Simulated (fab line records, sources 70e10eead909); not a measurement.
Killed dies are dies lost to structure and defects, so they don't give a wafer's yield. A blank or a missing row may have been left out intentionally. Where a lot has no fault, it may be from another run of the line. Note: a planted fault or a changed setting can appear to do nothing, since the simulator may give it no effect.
Chamber matching + flow nand harc + NHARC_A_STAIRCASE_DESCUM_443 on rie diel-05: 4 sister chambers
The step chemistry O2, time 3 s. 14 wafers are shown with their chamber, then 7 later ones without.

WAFERS WITH THEIR CHAMBER
| wafer  | chamber | showerhead plenum p Torr (Torr) | drypump motor current A (A) | oes product au (a.u.) |
|--------|---------|---------------------------------|-----------------------------|-----------------------|
| L079.2 | 0       | 1.88                            | 5.3                         | 1.003                 |
| L079.4 | 1       | 1.82                            | 4.8                         | 1.011                 |
| L079.6 | 0       | 1.88                            | 5.3                         | 0.994                 |
| L080.1 | 1       | 1.82                            | 4.8                         | 1.010                 |
| L080.4 | 0       | 1.87                            | 5.3                         | 1.000                 |
| L080.6 | 1       | 1.82                            | 4.8                         | 1.020                 |
| L085.1 | 0       | 1.87                            | 5.2                         | 0.995                 |
| L085.2 | 2       | 1.84                            | 6.3                         | 0.977                 |
| L085.6 | 1       | 1.82                            | 4.8                         | 1.012                 |
| L084.3 | 1       | 1.82                            | 4.8                         | 1.004                 |
| L084.4 | 0       | 1.87                            | 5.3                         | 0.995                 |
| L084.5 | 1       | 1.82                            | 4.8                         | 1.014                 |
| L086.2 | 3       | 2.07                            | 4.9                         | 0.987                 |
| L086.3 | 0       | 1.87                            | 5.3                         | 1.006                 |

SIGNATURES (averages over the wafers above)
| reading                  | chamber 0 | chamber 1 | chamber 2 | chamber 3 | scatter within a chamber |
|--------------------------|-----------|-----------|-----------|-----------|--------------------------|
| showerhead plenum p Torr | 1.8733    | 1.8200    | 1.8400    | 2.0700    | 0.00365                  |
| drypump motor current A  | 5.283     | 4.800     | 6.300     | 4.900     | 0.0289                   |
| oes product au           | 0.99883   | 1.01183   | 0.97700   | 0.98700   | 0.0051                   |
Rule: a wafer lies at a distance from a chamber equal to the root of the sum of squares, over the readings, of (its reading less the chamber's mean, divided by the reading's scatter). The wafer belongs to the nearest chamber; if the next one is less than 2 further off, it can't be placed. The scatter: take each reading less its chamber's mean, square it, sum over the shown wafers, divide by the number of wafers less the number of chambers, and take the root.

WAFERS WITH NO CHAMBER GIVEN
| wafer  | showerhead plenum p Torr (Torr) | drypump motor current A (A) | oes product au (a.u.) |
|--------|---------------------------------|-----------------------------|-----------------------|
| L086.5 | 1.82                            | 4.7                         | 1.007                 |
| L089.2 | 1.83                            | 6.4                         | 0.993                 |
| L089.3 | 1.87                            | 5.3                         | 1.006                 |
| L089.5 | 1.83                            | 6.3                         | 0.993                 |
| L097.3 | 2.05                            | 4.9                         | 0.987                 |
| L097.5 | 2.05                            | 4.9                         | 0.988                 |
| L097.6 | 1.83                            | 6.3                         | 0.994                 |

WHICH CHAMBER EACH WENT THROUGH
| wafer  | from the rows above | in truth |
|--------|---------------------|----------|
| L086.5 | 1                   | 1        |
| L089.2 | 2                   | 2        |
| L089.3 | 0                   | 0        |
| L089.5 | 2                   | 2        |
| L097.3 | 3                   | 3        |
| L097.5 | 3                   | 3        |
| L097.6 | 2                   | 2        |
Correct placement for 7 of the 7. Left unplaced by these rows: 0. Wrongly placed: 0.
